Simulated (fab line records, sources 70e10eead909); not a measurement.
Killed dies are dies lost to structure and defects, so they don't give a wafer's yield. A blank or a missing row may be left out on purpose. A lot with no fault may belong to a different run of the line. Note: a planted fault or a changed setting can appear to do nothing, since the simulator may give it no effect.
The tool behind it: which one? | flow nand-harc | Sampling: 6 lots, 18 wafers, 5 of 1159 route steps

WHAT THE GAUGES SHOWED, per wafer
NHARC_END_SORT_01.
lot  | measured     | on        | killed-at-periphery
L285 | day 20 14:05 | prober-02 | 3 1 3
L293 | day 21 21:18 | prober-02 | 5 647 2

WHAT TOOL EACH LOT RAN ON (gives the tool, then ch and the chambers of the sampled wafers, and finally the start)
lot  | NHARC_P_BONDPAD_ECD_18         | NHARC_THIN_TSV_CMP_01         | NHARC_THIN_TSV_DEGAS_53      | NHARC_THIN_TSV_STRIP_56
L284 | ecd-cu-01 ch 0,1, day 6 10:01  | cmp-04 ch 0,2, day 18 11:38   | pvd-sputter-02, day 18 17:52 | plasma-asher-01 ch 0,1, day 18 19:40
L285 | ecd-cu-02 ch 0,1, day 7 00:45  | cmp-04 ch 2,3, day 19 13:20   | pvd-sputter-03, day 19 19:34 | plasma-asher-01 ch 0,1, day 19 21:16
L291 | ecd-cu-01 ch 0, day 8 07:28    | cmp-04 ch 0,1, day 20 08:49   | pvd-sputter-01, day 20 15:06 | plasma-asher-01 ch 0,1, day 20 16:48
L293 | ecd-cu-01 ch 0,1, day 9 00:44  | cmp-01 ch 0,2, day 21 03:27   | pvd-sputter-03, day 21 09:49 | plasma-asher-02 ch 1, day 21 11:37
L298 | ecd-cu-02 ch 0,1, day 10 08:46 | cmp-04 ch 0,2, day 22 01:41   | pvd-sputter-03, day 22 07:40 | plasma-asher-02 ch 0,1, day 22 09:29
L303 | ecd-cu-02 ch 0,1, day 11 14:28 | cmp-01 ch 0,1,3, day 24 03:44 | pvd-sputter-02, day 24 10:04 | plasma-asher-02 ch 0,1, day 24 11:51
- NHARC_P_BONDPAD_ECD_18: material Cu, target thk 400 nm.
- NHARC_THIN_TSV_CMP_01: polishes.
- NHARC_THIN_TSV_DEGAS_53: time 60 s.
- NHARC_THIN_TSV_STRIP_56: strips in O2.

THE ANSWER, worked out from the rows above alone
Rule: usual is defined by the lots themselves. Put in order of their means at a reading, lots are off if they are a third of the lots or fewer, leave a main group of 4 or more, and stand apart from it by a gap of 3 or more times the standard deviation of the main group's means; of several such gaps the widest counts. Not used: any main group whose means are identical at the precision the tables above print for the reading. Also off: a lot with no number at a reading for which 4 or more lots have one. All remaining lots with rows at the step are treated as sound.
Across all readings shown, no lot is off: no conclusion can be drawn from this.

WHAT THE SIMULATOR HAD INSERTED
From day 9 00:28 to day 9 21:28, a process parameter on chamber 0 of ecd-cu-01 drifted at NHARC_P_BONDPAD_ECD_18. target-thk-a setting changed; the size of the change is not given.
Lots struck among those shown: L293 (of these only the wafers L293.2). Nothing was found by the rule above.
